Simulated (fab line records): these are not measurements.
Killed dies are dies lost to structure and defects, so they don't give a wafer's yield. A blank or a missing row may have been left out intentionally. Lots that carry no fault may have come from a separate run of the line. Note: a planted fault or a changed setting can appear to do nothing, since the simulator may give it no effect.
Comparing a struck lot with a sound one || flow n5 finfet || 29 steps out of a route of 1938
Sound: the wafers L219.1, L219.2, L219.4. Wafers L221.3, L221.5, L221.6 were the ones struck. At the end, the cause is stated.
For every step that has rows: the tool of each side, followed by ch and its chambers, followed by its first start. Under that, the readings that differ: sound wafers || struck wafers || difference of the means || sigmas: that difference in standard deviations of wafers without a fault.
alike: same words and numbers on both sides, and readings whose means sit less than 2 such deviations apart. not compared: any withheld reading, any reading some wafer has no value for, any bound like >300 that may hide the same value, and any number with overlapping values for which the record gives no deviation.
Wherever a step has rows on one side only, a row that says differs or no value, or a row with sigmas, the two part there. When numbers do not overlap yet have no deviation, they are printed without sigmas and do not part them. A reading that every wafer of one side lacks parts them only if that side has two wafers or more.

first, 10 steps without rows for these wafers: N5_MOL_CONTACT_COAG_DESCUM_88 (chemistry O2, time 7 s); N5_MOL_CONTACT_COAG_ETCH_89 (etches underlayer in N2/H2, target depth 13 nm, time 10.4 s); N5_MOL_CONTACT_COAG_ETCH_90 (etches SiARC in CF4, target depth 13 nm, time 21.7 s); N5_MOL_CONTACT_COAG_ALD_131 (deposits SiO2, target thk 5 nm, pulse time 1 s, co reactant pulse time 1 s); N5_MOL_CONTACT_COAG_ETCHBACK_132 (etches SiO2 in CHF3, target depth 10 nm, time 6.7 s); N5_MOL_CONTACT_COAG_ETCH_91 (etches SOC in N2/H2, target depth 60 nm, overetch 21 nm, time 101.2 s); N5_MOL_CONTACT_COAG_STRIP_92 (strips in N2/H2); N5_MOL_CONTACT_COAG_STRIP_93 (strips in N2/H2); N5_MOL_CONTACT_COAG_ETCHBACK_135 (etches SiO2 in CHF3, target depth 25 nm, time 16.7 s); N5_MOL_CONTACT_COAG_STRIP_118 (strips in CHF3).
N5_MOL_CONTACT_COAG_VIA_ETCH_46: etches SiO2 in C4F6/O2, target depth 46 nm, overetch 9.2 nm, time 40 s.
  sound on rie diel-06 ch 1,3, day 7 14:50; struck on rie diel-06 ch 0,1,3, day 8 01:02
  alike: C4F6_flow_sccm, drypump motor current A, oes product au, rf vpp V, showerhead plenum p Torr, throttle valve pct
  not compared: rf hours counter h
then, 14 steps without rows for these wafers: N5_MOL_CONTACT_COAG_STRIP_96 (strips in N2/H2); N5_MOL_CONTACT_COAG_ETCH_47 (etches SiNx in CH3F/O2, stops on W, target depth 27 nm); N5_MOL_CONTACT_COAG_STRIP_119 (strips in N2/H2, time 30 s); N5_MOL_CONTACT_COAG_PRECLEAN_144 (cleans in alkaline clean, time 60 s); N5_MOL_CONTACT_COAG_SRD_145 (time 30 s); N5_MOL_CONTACT_COAG_COAT_62 (time 60 s, resist thk 60 nm); N5_MOL_CONTACT_COAG_COAT_63 (time 60 s, resist thk 10 nm); N5_MOL_CONTACT_COAG_COAT_64 (time 60 s, resist thk 10 nm); N5_MOL_CONTACT_COAG_COAT_34 (resist thk 40 nm); N5_MOL_CONTACT_COAG_EBR_36; N5_MOL_CONTACT_COAG_SOFTBAKE_35 (time 60 s); N5_MOL_CONTACT_COAG_EXPOSE_37 (exposes mask VD, defocus 0 nm); N5_MOL_CONTACT_COAG_PEB_38 (peb time 60 s); N5_MOL_CONTACT_COAG_DEVELOP_39 (develop time 30 s).
N5_MOL_CONTACT_COAG_INSPECT_42: inspects for defects (brightfield).
  struck on defect inspect-01, day 8 01:47; sound on defect inspect-01, day 7 15:35
{"reading": "raw defect count", "sound": "159 218 138", "struck": "659 637 643", "difference": "+475", "sigmas": "+8"}
then, 1 step without rows for these wafers: N5_MOL_CONTACT_COAG_DESCUM_45 (chemistry O2, time 7 s).
-- a jump in the record: the struck wafers' starts before and after are 3 days apart (it breaks off in module MOL_CONTACT_COAG and resumes in module BEOL_M4, where the first step shown is number 1111 of the route) --
N5_BEOL_M4_RC_MEAS_101:
  sound on prober-02 ch 0, day 9 22:49; struck on prober-02 ch 0, day 10 21:26
  alike: DIBL_N, DIBL_P, IOFF_N, IOFF_P, ION_N, ION_P, SS_N, SS_P, VT_N, VT_P
-- the record jumps here: 4 days lie between the struck wafers' starts before and after (it left off in module BEOL_M4 and takes up again in module PASSIVATION, whose first step shown is number 1936 of the route) --
N5_PASSIVATION_PROBE_49:
  only the struck wafers here have rows in the record (prober-01, day 15 00:20); the sound ones have none

WHERE THEY PART
First at N5_MOL_CONTACT_COAG_INSPECT_42; last, within this record, at N5_PASSIVATION_PROBE_49.

WHY: what had been put in by the simulator
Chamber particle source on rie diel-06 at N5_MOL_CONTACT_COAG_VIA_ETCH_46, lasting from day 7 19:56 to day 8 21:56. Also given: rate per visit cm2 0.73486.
